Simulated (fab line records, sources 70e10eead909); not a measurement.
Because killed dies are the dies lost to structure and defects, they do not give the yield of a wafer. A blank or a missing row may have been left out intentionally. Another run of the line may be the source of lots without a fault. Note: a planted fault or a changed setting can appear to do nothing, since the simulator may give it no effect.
Struck lot and sound lot, side by side    flow nand harc    29 out of 1302 route steps
Sound: the wafers L879.1, L879.2, L879.5. Wafers L883.1, L883.2, L883.6 were the ones struck. The cause is given at the end.
Each step with rows lists, per side, the tool, then ch with its chambers, then its first start. Under that, the readings that differ: sound wafers    struck wafers    difference of the means    sigmas: that difference in standard deviations of wafers without a fault.
alike: readings with means less than 2 such deviations apart, plus words and numbers identical on both sides. not compared: withheld readings, readings lacking a value on some wafer, bounds such as >300 that could conceal the same value, and numbers that have no deviation in the record and whose values overlap.
Wherever a step has rows on one side only, a row that says differs or no value, or a row with sigmas, the two part there. Numbers that have no deviation but don't overlap get no sigmas and don't part them. Lack of a reading on every wafer of one side parts them only where that side has two or more wafers.

first, 1 step without rows for these wafers: NHARC_A_CHANNEL_HOLE_D1_XSEM_31.
NHARC_A_CHANNEL_HOLE_D1_INSPECT_40:
  sound: defect inspect-02 at day 13 15:10; struck: defect inspect-02 at day 15 14:10
  alike: raw defect count
then, 3 steps without rows for these wafers: NHARC_A_CHANNEL_FILL_D1_PRECLEAN_00 (cleans in SC1); NHARC_A_CHANNEL_FILL_D1_SRD_01; NHARC_A_CHANNEL_FILL_D1_ALD_02 (deposits SiO2, target thk 6 nm, pulse time 10 s, ald cycles 60).
NHARC_A_CHANNEL_FILL_D1_ALD_03: deposits SiNx, target thk 6 nm, pulse time 60 s, ald cycles 58.
  sound: ald sin batch-03 ch 0; struck: ald sin batch-03 ch 0
  alike: precursor pulse height rel
then, 1 step without rows for these wafers: NHARC_A_CHANNEL_FILL_D1_ALD_14 (deposits SiO2, target thk 2.5 nm, pulse time 10 s, ald cycles 25).
NHARC_A_CHANNEL_FILL_D1_ALD_15: deposits SiNx, target thk 2 nm, pulse time 60 s, ald cycles 19.
  sound: ald sin batch-01 ch 0; struck: ald sin batch-02 ch 0
  alike: precursor pulse height rel
then, 3 steps without rows for these wafers: NHARC_A_CHANNEL_FILL_D1_ALD_16 (deposits SiO2, target thk 1.5 nm, pulse time 10 s, ald cycles 15); NHARC_A_CHANNEL_FILL_D1_ANNEAL_17 (time 1800 s); NHARC_A_CHANNEL_FILL_D1_CVD_18 (deposits poly-Si, target thk 3 nm).
NHARC_A_CHANNEL_FILL_D1_ETCHBACK_19: etches the open film in HBr/Cl2, target depth 5 nm, time 1.7 s.
  sound on rie si-04 ch 1,3, day 14 15:55; struck on rie si-04 ch 1,2,3, day 16 14:32
  alike: chamber pressure mTorr, drypump motor current A, mfc cl2 sccm, oes product au, throttle valve pct
  not compared: rf hours counter h
NHARC_A_CHANNEL_FILL_D1_ETCHBACK_20: etches the open film in C4F8/O2/Ar, target depth 27 nm, time 13.5 s.
  sound on rie diel-10 ch 2,3, day 14 16:03; struck on rie diel-10 ch 0,1, day 16 14:38
  alike: chamber pressure mTorr, oes product au, rf vpp V
  not compared: rf hours counter h
NHARC_A_CHANNEL_FILL_D1_STRIP_28: strips in O2, time 20 s.
  sound on rie diel-10 ch 0,1, day 14 16:08; struck on rie diel-10 ch 0,1,3, day 16 14:44
  alike: chamber pressure mTorr, drypump motor current A, oes product au, rf vpp V, showerhead plenum p Torr, throttle valve pct
  not compared: rf hours counter h
then, 4 steps without rows for these wafers: NHARC_A_CHANNEL_FILL_D1_PRECLEAN_21 (cleans in dHF, time 30 s); NHARC_A_CHANNEL_FILL_D1_SRD_23; NHARC_A_CHANNEL_FILL_D1_CVD_05 (deposits poly-Si, target thk 5 nm); NHARC_A_CHANNEL_FILL_D1_ANNEAL_22 (time 7200 s).
NHARC_A_CHANNEL_FILL_D1_THK_MEAS_06: measures by ellipsometry.
  sound: film metro-02 at day 15 03:47; struck: film metro-01 at day 17 02:41
  alike: thk nm
then, 8 steps without rows for these wafers: NHARC_A_CHANNEL_FILL_D1_ALD_25 (deposits SiOx, target thk 60 nm, pulse time 10 s, ald cycles 600); NHARC_A_CHANNEL_FILL_D1_ETCHBACK_08 (etches the open film in C4F8, target depth 220 nm, time 110 s); NHARC_A_CHANNEL_FILL_D1_STRIP_29 (strips in O2, time 20 s); NHARC_A_CHANNEL_FILL_D1_PRECLEAN_30 (cleans in dHF, time 30 s); NHARC_A_CHANNEL_FILL_D1_SRD_31; NHARC_A_CHANNEL_FILL_D1_CVD_09 (deposits poly-Si, target thk 150 nm, time 3000 s); NHARC_A_CHANNEL_FILL_D1_CMP_10 (polishes, target thk 150 nm); NHARC_A_CHANNEL_FILL_D1_SRD_12.
NHARC_A_DECK1_JOINT_ETCHBACK_07: etches the open film in HBr, target depth 105 nm, time 26.9 s.
  sound on rie si-06 ch 0,2,3, day 15 16:00; struck on rie si-06 ch 0,2, day 17 17:24
reading  sound  struck                                                                      difference                    sigmas
hold     - - -  await dispo/2.9h/release await dispo/2.9h/release await dispo/2.9h/release  no value on the sound wafers  
  alike: chamber pressure mTorr, drypump motor current A, oes product au, throttle valve pct
  not compared: rf hours counter h
-- jump in the record: it breaks off in module A_DECK1_JOINT and resumes in module END (first step shown: number 1302 of the route), and 15 days separate the struck wafers' starts before and after --
NHARC_END_SORT_01:
  at this point the record logs the struck wafers (prober-01 ch 0, day 32 07:01) and has no rows for the sound ones

## WHERE THEY PART
Earliest at NHARC_A_DECK1_JOINT_ETCHBACK_07; latest, in this record, at NHARC_END_SORT_01.

WHY: what had been put in by the simulator
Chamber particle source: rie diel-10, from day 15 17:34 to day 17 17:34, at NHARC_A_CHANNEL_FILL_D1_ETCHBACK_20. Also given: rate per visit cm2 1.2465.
